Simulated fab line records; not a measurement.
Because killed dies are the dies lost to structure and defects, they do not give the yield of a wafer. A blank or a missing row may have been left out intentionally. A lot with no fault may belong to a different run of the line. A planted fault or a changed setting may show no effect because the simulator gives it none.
fab line records + flow nandHarc
[record]
- lots = 12
- wafers = 36
- lastDay = 34
route steps=1302 shown P_M0@267 P_M1@290 END@1302
lots with no fault: from the same line, run without faults
startH: start of the lot's first displayed wafer, in hours after the record's first day + waitH: time in hours since the lot's previous step + " the same as in the row above + L1.1+2: a row that stands for several wafers + - no value, or no start given + * or withheld: withheld + < > ~ a bound
route shown NAME@n: names a module that has steps shown in the file, with the first one's number in the route + usual: mean/standard deviation taken from wafers without a fault + same: alike in all rows + chamber/n: place in a boat + sites: per-site readings + _std_site: the standard deviation of these + _edge_site: the outer-site mean with the inner-site mean subtracted + radiusMm: how far each site lies from the wafer's centre + mask NAME#n: copy n + behind: the last tool/chamber to shape the wafer + hold: why the lot was held/for how many hours/how that ended + device: transistor that didn't switch, given as n, p or np + end of line: the route-end tests of the same wafers + a step with no rows: only its recipe + killed: not the wafer's yield, but the dies lost to structure and defects at the first sort + map: the dies of a wafer, with x for killed, . for not killed, _ for no die there
set.NAME: the setting that was run; set.NAME@STEP: the one run at that earlier step + model.NAME: the simulator's own value behind a step, which no gauge read
route steps across a sampled set of lots; one table per step, one row per wafer
services: from which hour (startH, from the record's first day; less than 0 if before it) a tool's chamber was out of use, for how many hours, and why
[[steps]]
[step NHARC_P_M0_ETCH_34]
[recipe]
- targetDepthA = 400
- overetchA = 120
- timeS = 43.94
- ionEnergyEv = 200
- n2FlowSccm = 150
- h2FlowSccm = 150
- arFlowSccm = 0
- rfW = 400
- biasW = 150
- chemistry = N2/H2
[usual]
- drypumpMotorCurrentA = 5.7/0.37
- oesProductAu = 1.000/0.014
- rfVppV = 428.7/2.9
- showerheadPlenumPTorr = 1.98/0.1
- throttleValvePct = 14.171/0.0094
| lot.wafer | tool       | chamber | startH | waitH | drypumpMotorCurrentA | oesProductAu | rfHoursCounterH | rfVppV | showerheadPlenumPTorr | throttleValvePct |
|-----------|------------|---------|--------|-------|----------------------|--------------|-----------------|--------|-----------------------|------------------|
| L955.2    | rieDiel-13 | 2       | 133.58 | 0.1   | 5.2                  | 0.998        | 48              | 434.0  | 2.15                  | 14.177           |
| L955.1    | "          | 3       | "      | "     | 5.2                  | 1.001        | 50              | 434.9  | 2.20                  | 14.169           |
| L955.5    | "          | 0       | "      | "     | 5.6                  | 1.027        | -               | 431.8  | 2.06                  | 14.162           |
| L956.2    | rieDiel-04 | 2       | 148.79 | 0.1   | 5.6                  | 1.006        | 40              | 427.8  | 1.92                  | 14.189           |
| L956.3    | "          | 0       | "      | "     | 5.7                  | 1.012        | 47              | 435.7  | 2.20                  | 14.166           |
| L956.5    | "          | 3       | "      | "     | 6.2                  | 1.016        | -               | 429.1  | 1.97                  | 14.174           |
| L959.3    | rieDiel-05 | 3       | 170.59 | 0.1   | 5.4                  | 0.993        | 19              | 431.2  | 2.01                  | 14.184           |
| L959.6    | "          | 0       | "      | "     | 6.0                  | 0.992        | -               | 424.7  | 1.89                  | 14.181           |
| L959.5    | "          | 1       | "      | "     | 6.2                  | 0.977        | -               | 426.1  | 1.88                  | 14.163           |
| L958.2    | rieDiel-05 | 3       | 171.18 | 0.1   | 5.4                  | 0.986        | 19              | 430.2  | 2.01                  | 14.178           |
| L958.4    | "          | 0       | "      | "     | 6.0                  | 1.009        | 19              | 424.9  | 1.89                  | 14.162           |
| L958.6    | "          | 2       | "      | "     | 5.1                  | 0.987        | -               | 427.4  | 1.92                  | 14.169           |
| L960.3    | rieDiel-05 | 2       | 181.91 | 0.1   | 5.1                  | 0.975        | 21              | 426.4  | 1.92                  | 14.174           |
| L960.1    | "          | 3       | "      | "     | 5.4                  | 0.988        | 21              | 430.5  | 2.01                  | 14.181           |
| L960.6    | "          | 1       | "      | "     | 6.2                  | 0.998        | -               | 424.2  | 1.88                  | 14.184           |
| L961.4    | rieDiel-13 | 3       | 194.49 | 0.1   | 5.2                  | 1.008        | 7               | 435.1  | 2.19                  | 14.168           |
| L961.2    | "          | 0       | "      | "     | 5.7                  | 0.999        | 6               | 430.4  | 2.06                  | 14.163           |
| L961.5    | "          | 1       | "      | "     | 5.9                  | 1.009        | -               | 426.9  | 1.94                  | 14.174           |
| L964.3    | rieDiel-04 | 3       | 222.24 | 0.2   | 6.2                  | 1.005        | 10              | 428.6  | 1.96                  | 14.170           |
| L964.5    | "          | 3       | "      | "     | 6.2                  | 0.993        | -               | 428.0  | 1.96                  | 14.176           |
| L964.6    | "          | 0       | "      | "     | 5.7                  | 1.019        | -               | 434.2  | 2.19                  | 14.171           |
| L965.1    | rieDiel-13 | 3       | 235.55 | 0.1   | 5.2                  | 1.018        | 18              | 433.5  | 2.19                  | 14.182           |
| L965.6    | "          | 1       | "      | "     | 5.9                  | 1.011        | -               | 427.0  | 1.93                  | 14.170           |
| L965.5    | "          | 2       | "      | "     | 5.2                  | 1.020        | -               | 431.1  | 2.13                  | 14.173           |
| L966.1    | rieDiel-04 | 1       | 240.77 | 0.1   | 5.4                  | 0.991        | 13              | 431.1  | 2.03                  | 14.174           |
| L966.6    | "          | 0       | "      | "     | 5.7                  | 1.011        | -               | 434.4  | 2.19                  | 14.174           |
| L966.5    | "          | 1       | "      | "     | 5.4                  | 0.996        | -               | 429.7  | 2.03                  | 14.168           |
| L967.3    | rieDiel-13 | 2       | 250.20 | 0.1   | 5.2                  | 1.012        | 25              | 432.8  | 2.13                  | 14.182           |
| L967.1    | "          | 3       | "      | "     | 5.2                  | 0.993        | 22              | 434.2  | 2.19                  | 14.174           |
| L967.6    | "          | 1       | "      | "     | 5.8                  | 1.004        | -               | 427.8  | 1.93                  | 14.168           |
| L974.2    | rieDiel-05 | 3       | 317.52 | 0.1   | 5.4                  | 1.018        | 16              | 429.5  | 2.00                  | 14.182           |
| L974.4    | "          | 1       | "      | "     | 6.2                  | 1.025        | 14              | 426.0  | 1.87                  | 14.164           |
| L974.6    | "          | 3       | "      | "     | 5.4                  | 1.014        | -               | 429.4  | 2.00                  | 14.176           |
| L977.2    | rieDiel-04 | 1       | 354.94 | 0.1   | 5.4                  | 1.006        | 57              | 430.4  | 2.01                  | 14.175           |
| L977.4    | "          | 1       | "      | "     | 5.4                  | 1.001        | -               | 430.1  | 2.02                  | 14.173           |
| L977.6    | "          | 2       | "      | "     | 5.6                  | 0.978        | -               | 426.1  | 1.90                  | 14.156           |
[step NHARC_P_M0_PRE_CLEAN_31]
[recipe]
- timeS = 12
- tempC = 370
- rfPowerW = 300
- gas = NH3
[usual]
- heaterPowerW = 661/82
| lot.wafer | tool     | chamber | startH | waitH | heaterPowerW |
|-----------|----------|---------|--------|-------|--------------|
| L955.2    | pecvd-02 | 0       | 136.03 | 0.1   | 666          |
| L955.1    | "        | 2       | "      | "     | 622          |
| L955.5    | "        | 0       | "      | "     | 666          |
| L956.3    | pecvd-01 | 1       | 151.27 | 0.1   | 753          |
| L956.2    | "        | 0       | "      | "     | 672          |
| L956.5    | "        | 0       | "      | "     | 624          |
| L959.3    | pecvd-01 | 1       | 173.10 | 0.1   | 846          |
| L959.6    | "        | 0       | "      | "     | 681          |
| L959.5    | "        | 2       | "      | "     | 652          |
| L958.2    | pecvd-02 | 0       | 173.82 | 0.1   | 648          |
| L958.6    | "        | 2       | "      | "     | 548          |
| L958.4    | "        | 0       | "      | "     | 649          |
| L960.3    | pecvd-02 | 2       | 184.38 | 0.1   | 668          |
| L960.1    | "        | 0       | "      | "     | 683          |
| L960.6    | "        | 1       | "      | "     | 563          |
| L961.2    | pecvd-02 | 1       | 196.96 | 0.1   | 521          |
| L961.5    | "        | 2       | "      | "     | 667          |
| L961.4    | "        | 0       | "      | "     | 702          |
| L964.3    | pecvd-01 | 1       | 224.75 | 0.1   | 834          |
| L964.5    | "        | 1       | "      | "     | 816          |
| L964.6    | "        | 2       | "      | "     | 759          |
| L965.1    | pecvd-04 | 1       | 238.92 | 0.5   | 574          |
| L965.5    | "        | 2       | "      | "     | 650          |
| L965.6    | "        | 0       | "      | "     | 644          |
| L966.1    | pecvd-01 | 2       | 243.43 | 0.1   | 716          |
| L966.5    | "        | 2       | "      | "     | 699          |
| L966.6    | "        | 0       | "      | "     | 697          |
| L967.1    | pecvd-02 | 0       | 252.64 | 0.1   | 724          |
| L967.3    | "        | 1       | "      | "     | 509          |
| L967.6    | "        | 0       | "      | "     | 725          |
| L974.2    | pecvd-02 | 2       | 320.01 | 0.1   | 637          |
| L974.4    | "        | 0       | "      | "     | 766          |
| L974.6    | "        | 1       | "      | "     | 495          |
| L977.2    | pecvd-01 | 0       | 357.56 | 0.1   | 682          |
| L977.6    | "        | 1       | "      | "     | 753          |
| L977.4    | "        | 0       | "      | "     | 705          |
[step NHARC_P_M1_SOFTBAKE_04]
[recipe]
- tempC = 105
- timeS = 55
[usual]
- heaterPowerTotalW = 188.46/0.15
- resistLineTempC = 23.03/0.11
| lot.wafer | tool          | chamber | startH | waitH | heaterPowerTotalW | resistLineTempC |
|-----------|---------------|---------|--------|-------|-------------------|-----------------|
| L955.1    | lithoTrack-04 | 0       | 137    | -     | 188.46            | 23.00           |
| L955.2    | "             | 0       | "      | "     | 188.39            | 23.01           |
| L955.5    | "             | 0       | "      | "     | 188.54            | 23.08           |
| L956.2    | lithoTrack-04 | 0       | 152    | -     | 188.71            | 23.09           |
| L956.3    | "             | 0       | "      | "     | 188.48            | 23.15           |
| L956.5    | "             | 0       | "      | "     | 188.48            | 23.16           |
| L959.3    | lithoTrack-04 | 0       | 173    | -     | 188.48            | 23.24           |
| L959.5    | "             | 0       | "      | "     | 188.47            | 23.07           |
| L959.6    | "             | 0       | "      | "     | 188.31            | 23.04           |
| L958.2    | lithoTrack-06 | 0       | 174    | -     | 188.67            | 22.88           |
| L958.4    | "             | 0       | "      | "     | 188.31            | 23.03           |
| L958.6    | "             | 0       | "      | "     | 188.37            | 22.91           |
| L960.1    | lithoTrack-01 | 0       | 185    | -     | 188.32            | 22.85           |
| L960.3    | "             | 0       | "      | "     | 188.28            | 22.95           |
| L960.6    | "             | 0       | "      | "     | 188.44            | 23.04           |
| L961.2    | lithoTrack-06 | 0       | 197    | -     | 188.37            | 23.02           |
| L961.4    | "             | 0       | "      | "     | 188.48            | 22.89           |
| L961.5    | "             | 0       | "      | "     | 188.29            | 23.04           |
| L964.3    | lithoTrack-01 | 0       | 225    | -     | 188.78            | 23.09           |
| L964.5    | "             | 0       | "      | "     | 188.35            | 23.03           |
| L964.6    | "             | 0       | "      | "     | 188.42            | 23.16           |
| L965.1    | lithoTrack-06 | 0       | 239    | -     | 188.37            | 23.27           |
| L965.5    | "             | 0       | "      | "     | 188.60            | 23.11           |
| L965.6    | "             | 0       | "      | "     | 188.32            | 23.14           |
| L966.1    | lithoTrack-04 | 0       | 244    | -     | 188.32            | 23.21           |
| L966.5    | "             | 0       | "      | "     | 188.42            | 22.94           |
| L966.6    | "             | 0       | "      | "     | 188.51            | 23.06           |
| L967.1    | lithoTrack-06 | 0       | 253    | -     | 188.31            | 22.85           |
| L967.3    | "             | 0       | "      | "     | 188.85            | 22.86           |
| L967.6    | "             | 0       | "      | "     | 188.37            | 22.84           |
| L974.2    | lithoTrack-01 | 0       | 320    | -     | 180.22            | 22.98           |
| L974.4    | "             | 0       | "      | "     | 179.99            | 22.91           |
| L974.6    | "             | 0       | "      | "     | 179.96            | 22.84           |
| L977.2    | lithoTrack-01 | 0       | 358    | -     | 179.87            | 23.04           |
| L977.4    | "             | 0       | "      | "     | 180.26            | 23.07           |
| L977.6    | "             | 0       | "      | "     | 180.30            | 23.00           |
[step NHARC_P_M1_CD_MEAS_09]
[recipe]
- targetCdNm = 130
- landingEnergyEv = 500
[usual]
- cdNm = 130.2/0.7
| lot.wafer | tool     | chamber | startH | waitH | cdNm  |
|-----------|----------|---------|--------|-------|-------|
| L955.1    | cdSem-01 | 0       | 137.40 | -     | 129.2 |
| L955.2    | "        | 0       | "      | "     | 129.1 |
| L955.5    | "        | 0       | "      | "     | 130.5 |
| L956.2    | cdSem-01 | 0       | 152.59 | -     | 129.6 |
| L956.3    | "        | 0       | "      | "     | 129.9 |
| L956.5    | "        | 0       | "      | "     | 131.5 |
| L959.3    | cdSem-03 | 0       | 174.27 | -     | 131.1 |
| L959.5    | "        | 0       | "      | "     | 130.9 |
| L959.6    | "        | 0       | "      | "     | 130.7 |
| L958.2    | cdSem-03 | 0       | 175.12 | -     | 131.0 |
| L958.4    | "        | 0       | "      | "     | 129.9 |
| L958.6    | "        | 0       | "      | "     | 130.5 |
| L960.1    | cdSem-03 | 0       | 185.58 | -     | 130.6 |
| L960.3    | "        | 0       | "      | "     | 131.7 |
| L960.6    | "        | 0       | "      | "     | 129.9 |
| L961.2    | cdSem-02 | 0       | 198.24 | -     | 130.0 |
| L961.4    | "        | 0       | "      | "     | 130.0 |
| L961.5    | "        | 0       | "      | "     | 130.3 |
| L964.3    | cdSem-02 | 0       | 226.21 | -     | 129.8 |
| L964.5    | "        | 0       | "      | "     | 130.6 |
| L964.6    | "        | 0       | "      | "     | 131.5 |
| L965.1    | cdSem-02 | 0       | 240.22 | -     | 130.3 |
| L965.5    | "        | 0       | "      | "     | 130.4 |
| L965.6    | "        | 0       | "      | "     | 129.7 |
| L966.1    | cdSem-02 | 0       | 244.62 | -     | 129.6 |
| L966.5    | "        | 0       | "      | "     | 129.6 |
| L966.6    | "        | 0       | "      | "     | 129.2 |
| L967.1    | cdSem-01 | 0       | 253.97 | -     | 130.9 |
| L967.3    | "        | 0       | "      | "     | 129.5 |
| L967.6    | "        | 0       | "      | "     | 129.8 |
| L974.2    | cdSem-02 | 0       | 321.19 | -     | 131.5 |
| L974.4    | "        | 0       | "      | "     | 130.7 |
| L974.6    | "        | 0       | "      | "     | 129.8 |
| L977.2    | cdSem-03 | 0       | 358.86 | -     | 130.9 |
| L977.4    | "        | 0       | "      | "     | 132.0 |
| L977.6    | "        | 0       | "      | "     | 129.7 |
[step NHARC_END_SORT_01]
[recipe]
- tempC = 25
[usual]
- defectLimitedYield = 91.4/2.4
- killedAtArray = 54/17
- killedAtOther = 0.7/1
- killedAtPeriphery = 3.7/2.9
- killedDies = 58/16
- killedOpen = 3.2/1.9
- killedShort = 2.2/1.5
- sort_bin_2_pct = 3.1/1.1
- sort_bin_3_pct = 0.6/0.33
- sort_bin_4_pct = 4.9/1.4
- sortNPass = 619/16
- sortRimYieldPct = 94/3.8
- sortYieldPct = 91.4/2.4
[same]
- grossDies = 677
- sort_bin_5_pct[%] = 0
- sort_bin_6_pct[%] = 0
- sort_bin_7_pct[%] = 0
- sort_bin_8_pct[%] = 0
- sortRimNGross = 106.00
| lot.wafer | tool      | chamber | startH | waitH | defectLimitedYield[%] | killedAtArray | killedAtOther | killedAtPeriphery | killedDies | killedOpen | killedShort | sort_bin_2_pct[%] | sort_bin_3_pct[%] | sort_bin_4_pct[%] | sortNPass | sortRimYieldPct[%] | sortYieldPct[%] |
|-----------|-----------|---------|--------|-------|-----------------------|---------------|---------------|-------------------|------------|------------|-------------|-------------------|-------------------|-------------------|-----------|--------------------|-----------------|
| L955.1    | prober-01 | 0       | 573.16 | 2.5   | 90.4                  | 51            | 3             | 11                | 65         | 6          | 1           | 3.5               | 0.9               | 5.2               | 612       | 97                 | 90.4            |
| L955.2    | prober-01 | 0       | 573.95 | 2.8   | 91.9                  | 42            | 5             | 8                 | 55         | 3          | 1           | 2.2               | 0.4               | 5.5               | 622       | 96                 | 91.9            |
| L955.5    | prober-01 | 0       | 576.34 | 3.7   | 91.7                  | 47            | 0             | 9                 | 56         | 5          | 0           | 3.5               | 0.4               | 4.3               | 621       | 98                 | 91.7            |
| L959.3    | prober-02 | 0       | 616.92 | 3.1   | 91.1                  | 60            | 0             | 0                 | 60         | 5          | 5           | 3.1               | 0.7               | 5.0               | 617       | 98                 | 91.1            |
| L959.5    | prober-02 | 0       | 618.53 | 3.7   | 94.4                  | 38            | 0             | 0                 | 38         | 1          | 2           | 2.4               | 0.4               | 2.8               | 639       | 98                 | 94.4            |
| L959.6    | prober-02 | 0       | 619.34 | 4.0   | 92.2                  | 53            | 0             | 0                 | 53         | 6          | 1           | 1.6               | 0.3               | 5.9               | 624       | 97                 | 92.2            |
| L974.2    | prober-01 | 0       | 751.37 | 2.8   | 96.5                  | 23            | 1             | 0                 | 24         | 3          | 1           | 0.7               | 0.3               | 2.5               | 653       | 99                 | 96.5            |
| L974.4    | prober-01 | 0       | 752.93 | 3.4   | 94.7                  | 33            | 0             | 3                 | 36         | 3          | 5           | 1.9               | 0.3               | 3.1               | 641       | 93                 | 94.7            |
| L974.6    | prober-01 | 0       | 754.49 | 3.9   | 95.6                  | 27            | 0             | 3                 | 30         | 5          | 0           | 0.9               | 0                 | 3.5               | 647       | 99                 | 95.6            |
| L977.2    | prober-01 | 0       | 806.49 | 2.8   | 90.5                  | 61            | 0             | 3                 | 64         | 4          | 3           | 3.2               | 0.9               | 5.3               | 613       | 89                 | 90.5            |
| L977.4    | prober-01 | 0       | 808.11 | 3.5   | 89.8                  | 66            | 1             | 2                 | 69         | 7          | 4           | 3.7               | 0.7               | 5.8               | 608       | 88                 | 89.8            |
| L977.6    | prober-01 | 0       | 809.74 | 4.1   | 93.4                  | 36            | 2             | 7                 | 45         | 8          | 2           | 2.7               | 0.6               | 3.4               | 632       | 89                 | 93.4            |
// killed by level:class
L955.1 A_CHANNEL_HOLE_D1:chamberFilmFlake=39 P_CONTACT:chamberFilmFlake=8 A_CHANNEL_HOLE_D2:chamberFilmFlake=7 P_M1:geometricParticle:open=2 THIN_TSV:chamberFilmFlake=2 A_CHANNEL_FILL_D1:geometricParticle:open=1 A_DECK1_JOINT:geometricParticle:open=1 A_DECK1_JOINT:geometricParticle:short=1
L955.2 A_CHANNEL_HOLE_D1:chamberFilmFlake=32 P_CONTACT:chamberFilmFlake=5 THIN_TSV:chamberFilmFlake=5 A_CHANNEL_HOLE_D2:chamberFilmFlake=4 A_CONTACT:chamberFilmFlake=2 P_M0:geometricParticle:open=1 A_ONON_D1:geometricParticle:open=1 A_WL_FILL:geometricParticle:short=1
L955.5 A_CHANNEL_HOLE_D1:chamberFilmFlake=37 P_CONTACT:chamberFilmFlake=5 A_CHANNEL_HOLE_D2:chamberFilmFlake=5 A_ONON_D2:geometricParticle:open=2 P_GATE:chamberFilmFlake=2 A_CONTACT:chamberFilmFlake=2 P_GATE:geometricParticle:open=1 P_M1:geometricParticle:open=1
L959.3 A_CHANNEL_HOLE_D2:chamberFilmFlake=38 A_CONTACT:chamberFilmFlake=9 A_ONON_D1:geometricParticle:short=2 A_DECK1_JOINT:geometricParticle:open=2 A_CHANNEL_HOLE_D1:chamberFilmFlake=2 A_CHANNEL_HOLE_D1:geometricParticle:open=1 A_CHANNEL_HOLE_D1:geometricParticle:short=1 A_CHANNEL_FILL_D2:geometricParticle:open=1
L959.5 A_CHANNEL_HOLE_D2:chamberFilmFlake=29 A_CHANNEL_HOLE_D1:chamberFilmFlake=2 A_CONTACT:chamberFilmFlake=2 A_BLC:geometricParticle:open=1 A_CHANNEL_FILL_D2:geometricParticle:short=1 A_SGD_CUT:geometricParticle:short=1 A_CHANNEL_FILL_D1:chamberFilmFlake=1 A_M0:chamberFilmFlake=1
L959.6 A_CHANNEL_HOLE_D2:chamberFilmFlake=34 A_CONTACT:chamberFilmFlake=6 A_CHANNEL_FILL_D1:geometricParticle:open=3 A_CHANNEL_FILL_D1:chamberFilmFlake=2 A_M0:chamberFilmFlake=2 A_ONON_D1:geometricParticle:open=1 A_CHANNEL_FILL_D2:geometricParticle:open=1 A_SGD_CUT:geometricParticle:short=1
L974.2 A_CHANNEL_HOLE_D1:chamberFilmFlake=9 A_CONTACT:chamberFilmFlake=7 A_SLIT:chamberFilmFlake=2 A_ONON_D1:geometricParticle:open=1 A_STAIRCASE:geometricParticle:open=1 A_M0:geometricParticle:short=1 A_M0:geometricParticle:open=1 A_CHANNEL_FILL_D2:chamberFilmFlake=1
L974.4 A_CHANNEL_HOLE_D1:chamberFilmFlake=9 A_SLIT:chamberFilmFlake=9 A_CONTACT:chamberFilmFlake=5 P_GATE:geometricParticle:short=1 P_CONTACT:geometricParticle:open=1 A_ONON_D1:geometricParticle:short=1 A_CHANNEL_FILL_D1:geometricParticle:short=1 A_CHANNEL_FILL_D1:geometricParticle:open=1
L974.6 A_CHANNEL_HOLE_D1:chamberFilmFlake=17 A_SLIT:chamberFilmFlake=2 A_CONTACT:chamberFilmFlake=2 P_CONTACT:geometricParticle:open=1 P_M0:geometricParticle:open=1 A_CHANNEL_FILL_D1:geometricParticle:open=1 A_ONON_D2:geometricParticle:open=1 A_SGD_CUT:geometricParticle:open=1
L977.2 A_SLIT:chamberFilmFlake=33 A_CHANNEL_HOLE_D2:chamberFilmFlake=12 A_CONTACT:chamberFilmFlake=6 A_WL_FILL:geometricParticle:open=2 A_WL_FILL:chamberFilmFlake=2 P_CONTACT:geometricParticle:open=1 A_ONON_D1:geometricParticle:short=1 A_ONON_D2:geometricParticle:short=1
L977.4 A_SLIT:chamberFilmFlake=30 A_CHANNEL_HOLE_D2:chamberFilmFlake=16 A_CONTACT:chamberFilmFlake=5 A_M0:geometricParticle:open=3 A_CHANNEL_FILL_D2:geometricParticle:short=2 A_CONTACT:geometricParticle:open=2 A_CHANNEL_FILL_D1:chamberFilmFlake=2 A_ONON_D1:geometricParticle:short=1
L977.6 A_SLIT:chamberFilmFlake=16 A_CHANNEL_HOLE_D2:chamberFilmFlake=8 A_CONTACT:chamberFilmFlake=5 P_CONTACT:geometricParticle:open=2 A_CHANNEL_FILL_D2:geometricParticle:open=2 P_GATE:geometricParticle:open=1 P_M0:geometricParticle:short=1 A_DECK1_JOINT:geometricParticle:open=1
[[services]]
| tool          | chamber | startH | hours | kind   |
|---------------|---------|--------|-------|--------|
| pecvd-02      | 1       | 128.65 | 13.9  | repair |
| pecvd-01      | -       | 130.00 | 13.0  | pm     |
| rieDiel-05    | 1       | 144.79 | 10.5  | repair |
| lithoTrack-01 | -       | 155.00 | 7.0   | pm     |
| rieDiel-13    | -       | 165.16 | 9.0   | pm     |
| rieDiel-04    | 1       | 178.82 | 8.6   | repair |
| lithoTrack-06 | -       | 179.00 | 7.0   | pm     |
| rieDiel-04    | -       | 180.14 | 9.0   | pm     |
| rieDiel-05    | 1       | 187.70 | 13.0  | repair |
| lithoTrack-04 | -       | 203.00 | 7.0   | pm     |
| pecvd-01      | 0       | 221.30 | 7.5   | repair |
| pecvd-02      | -       | 227.00 | 13.0  | pm     |
| rieDiel-04    | -       | 227.12 | 0.1   | repair |
| rieDiel-05    | -       | 230.45 | 9.0   | pm     |
| rieDiel-13    | 0       | 298.47 | 3.4   | repair |
| rieDiel-13    | 2       | 300.65 | 10.0  | repair |
| pecvd-01      | -       | 311.10 | 13.0  | pm     |
| rieDiel-05    | 3       | 327.57 | 7.9   | repair |
| lithoTrack-01 | -       | 330.00 | 7.0   | pm     |
| rieDiel-13    | -       | 342.16 | 9.0   | pm     |
| rieDiel-04    | 2       | 347.03 | 6.0   | repair |
| rieDiel-04    | 0       | 353.25 | 1.8   | repair |
| rieDiel-04    | 3       | 353.40 | 8.5   | repair |
| lithoTrack-06 | -       | 354.00 | 7.0   | pm     |
[[key]]
[firstSign]
- step = NHARC_P_M1_SOFTBAKE_04
- reading = heaterPowerTotalW
- direction = down
- sigmas = 55
- usual = *
- struck = *
effect none on later readings
metAt NHARC_P_M1_SOFTBAKE_04
struckLots L974,L977
notActingAt NHARC_P_M0_ETCH_34,NHARC_P_M0_PRE_CLEAN_31,NHARC_P_M1_CD_MEAS_09
onsetBetween 225 320
[fault]
- kind = processParameterDrift
- tool = lithoTrack-01
- chamber = -
- onsetH = 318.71
- steps = NHARC_P_M1_SOFTBAKE_04
- channel = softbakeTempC
- offset = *
- shape = step
- endH = 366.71
- actsIn = *
- stated = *
